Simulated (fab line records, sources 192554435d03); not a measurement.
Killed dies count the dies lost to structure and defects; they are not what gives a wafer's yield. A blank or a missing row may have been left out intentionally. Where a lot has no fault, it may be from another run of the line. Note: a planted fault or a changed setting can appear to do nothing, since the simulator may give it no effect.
Split-lot study + flow n5Finfet + on a route of 1938 steps: 7 lots, 21 wafers read

== THE SPLIT ITSELF ==
At N5_DUMMY_GATE_ETCH_37 (etches SOC in N2/H2, target depth 60 nm, overetch 30 nm), the setting sourceW was moved away from the recipe's 840 W on 7 of the 21 wafers read, by -13.3% to +11.9%. The other wafers ran this setting at the recipe's value.

Reading taken at the split's own step.

== THE READING ==
rfVppV, in V, at N5_DUMMY_GATE_ETCH_37 (etches SOC in N2/H2, target depth 60 nm, overetch 30 nm). Fault-free wafers of this fab line usually give 525 V, standard deviation 3.2 V.

| wafer  | tool, chamber at the split | sourceW as run, W | against the recipe | rfVppV, V | against lot-mates on the recipe |
|--------|----------------------------|-------------------|--------------------|-----------|---------------------------------|
| L077.1 | rieDiel-03, 3              | 840               | recipe             | 527       | -                               |
| L077.2 | rieDiel-03, 0              | 840               | recipe             | 523       | -                               |
| L077.4 | rieDiel-03, 2              | 840               | recipe             | 529       | -                               |
| L079.1 | rieDiel-03, 3              | 840               | recipe             | 527       | -                               |
| L079.3 | rieDiel-03, 2              | 840               | recipe             | 527       | -                               |
| L079.4 | rieDiel-03, 1              | 840               | recipe             | 523       | -                               |
| L087.1 | rieDiel-03, 2              | 840               | recipe             | 527       | -                               |
| L087.2 | rieDiel-03, 3              | 840               | recipe             | 528       | -                               |
| L087.4 | rieDiel-03, 1              | 840               | recipe             | 524       | -                               |
| L089.2 | rieDiel-03, 3              | 765.5             | -8.9%              | 543       | no lot-mate on the recipe       |
| L089.3 | rieDiel-03, 2              | 765.5             | -8.9%              | 544       | no lot-mate on the recipe       |
| L089.6 | rieDiel-03, 0              | 765.5             | -8.9%              | 540       | no lot-mate on the recipe       |
| L092.2 | rieDiel-02, 0              | 840               | recipe             | 523       | -                               |
| L092.4 | rieDiel-02, 1              | 939.9             | +11.9%             | 501       | -22                             |
| L092.5 | rieDiel-02, 2              | 939.9             | +11.9%             | 499       | -24                             |
| L093.3 | rieDiel-03, 0              | 840               | recipe             | 523       | -                               |
| L093.5 | rieDiel-03, 1              | 728.4             | -13.3%             | 550       | +26                             |
| L093.6 | rieDiel-03, 3              | 840               | recipe             | 526       | -                               |
| L096.3 | rieDiel-03, 1              | 840               | recipe             | 523       | -                               |
| L096.4 | rieDiel-03, 2              | 898.9             | +7.0%              | 517       | -6                              |
| L096.6 | rieDiel-03, 1              | 840               | recipe             | 523       | -                               |

THE FIT
A straight line over all 21 wafers: rfVppV changes by -1.94 V for each +1% of sourceW; r = -0.98; the points scatter about the line by 2.5 V.
The same after taking each lot's own level away (the mean of its wafers on the recipe; 18 wafers): -1.84 V for each +1%; r = -0.97; scatter 2.4 V.
That fit puts the effect of the largest move of sourceW on the reading at 24 V.
The span of the lots' own levels, 523.0 to 526.3 V, comes to 1.0 times the standard deviation stated above.
The two slopes agree, so the slope changes little with the lot-to-lot level.
Check: with one of the wafers moved furthest among these (-13.3%) left out of the fit, the line predicts +24 V for it against its lot-mates. It came out at +25.5 V against them.
Tool readings at the split's step, against how far the setting was moved: rfVppV r = -0.98.

== OTHER SPLITS ON THESE WAFERS ==
Note: prior to the reading, these wafers also went through further splits. Each is held against what the fit with the lots' levels taken away leaves over:
| other split on the same wafers          | wafers away from the commonest value | r with rfVppV (lot level and that fit taken away) |
|-----------------------------------------|--------------------------------------|---------------------------------------------------|
| N5_PMOS_HMC_CHANNEL_EPI_HM_DEP_34 timeS | 4                                    | -0.02                                             |
| N5_PMOS_HMC_CHANNEL_EPI_PEB_07 pebTempC | 8                                    | -0.30                                             |
| N5_FIN_SAQP_SPACER1_ALD_24 tempC        | 6                                    | -0.16                                             |
| N5_FIN_SAQP_COAT_68 spinRpm             | 5                                    | -0.19                                             |

== THE WHOLE CHAIN: every reading that the file lists as answering this split, in the file's order ==
| step                  | what it does                                            | reading                                                                            | change (the file's fit)                | r (the file's) |
|-----------------------|---------------------------------------------------------|------------------------------------------------------------------------------------|----------------------------------------|----------------|
| N5_DUMMY_GATE_ETCH_37 | etches SOC in N2/H2, target depth 60 nm, overetch 30 nm | rfVppV                                                                             | -1.76 V for each +1% of the setting    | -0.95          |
| N5_DUMMY_GATE_ETCH_37 | etches SOC in N2/H2, target depth 60 nm, overetch 30 nm | SiARC_of_DUMMY_GATE_COAT_35.thkNm (the simulator's own value, which no gauge read) | -0.0387 nm for each +1% of the setting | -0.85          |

== THE FILE'S OWN FIT ==
rfVppV changes by -1.76 V for each +1% of sourceW, r = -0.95.
